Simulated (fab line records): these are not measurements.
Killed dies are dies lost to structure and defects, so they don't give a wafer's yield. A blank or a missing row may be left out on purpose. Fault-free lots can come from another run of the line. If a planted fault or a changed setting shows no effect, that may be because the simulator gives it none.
8D (eight disciplines) problem report, filled in by code || flow n5 finfet || the parts of the form that need people (team, actions taken, sign-off) are left out

1. WHAT WENT WRONG
run length s at N5_BEOL_M2_CVD_47 reads a mean of 249.8 s on 3 wafers of 3 lots; wafers without a fault read 246.8 s with a standard deviation of 0.35. Measured from the usual mean, that is +8.5 standard deviations.
The step: deposits Co from CCTBA/H2, target thk 3 nm, time 223.8 s.
First seen on wafer L436.1, day 11 03:07, on cvd co-01. The record holds 29 wafers of 10 lots with a number at this step. By rule, "out" or "out of limits" means more than 4 standard deviations away from the usual mean. The rest of the wafers with a number are treated as sound.

2. WHAT IT IS, AND WHAT IT ISN'T
{"question": "which readings at this step", "is": "run length s", "is not": "-"}
{"question": "which lots", "is": "L436, L438, L439", "is not": "L421, L422, L428, L429, L432, L435, L437"}
{"question": "which wafers of those lots", "is": "L436.1, L438.2, L439.2", "is not": "L436.4, L436.5, L438.3, L439.3, L439.4"}
{"question": "read on which tools", "is": "cvd co-01", "is not": "cvd co-02"}
{"question": "when", "is": "from day 11 03:07", "is not": "up to then (20 sound wafers); but 6 sound wafers of L437, L438, L439 came after"}

3. WHAT RULES OUT EACH SUSPECT
Counting: any tool at a process step up to the reading remains a suspect provided it ran every lot that is out. Sound lots after the first of them don't rule it out here, since some wafers of a struck lot are sound.
- cvd co-01 at N5_BEOL_M2_CVD_47 (deposits Co from CCTBA/H2, target thk 3 nm, time 223.8 s): kept. Ran every lot that is out, first one L436 (day 11 03:07); last sound lot up to then L435 (day 11 01:35). Its own run length s readings are out on those wafers.
Remaining after the count: cvd co-01 at N5_BEOL_M2_CVD_47.

4. THE CAUSE (what the simulator had put in)
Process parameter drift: cvd co-01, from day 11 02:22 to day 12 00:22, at N5_BEOL_M2_CVD_47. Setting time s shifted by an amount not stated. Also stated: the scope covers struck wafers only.
Only this tool survived the counting.

5. SEQUENCE OF EFFECTS, ordered by route
Each row: a reading where the mean over the struck wafers with a number is more than 3 standard deviations away from the usual. Scope: only readings with a usual standard deviation given in the record; hours: median across lots of the time from each lot's start at the first step in this table that gives one to its start at this step; sigmas: change in usual standard deviations.
{"hours": 0, "step": "N5_BEOL_M2_CVD_47", "reading": "run length s", "usual": "246.8 s", "on struck wafers": 249.8, "change": "+3.0", "sigmas": "+8.5"}
Here are the process steps it includes:
- N5_BEOL_M2_CVD_47: deposits Co from CCTBA/H2, target thk 3 nm, time 223.8 s.
At these later measuring or inspecting steps, every struck wafer for which the step has a row has a number for every such reading, and none has moved that far: N5_BEOL_M4_RC_MEAS_101.

6. WHAT WOULD HAVE CAUGHT IT SOONER
In this record the first reading out of limits was taken at day 11 03:07, 1 hour after the fault began at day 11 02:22.
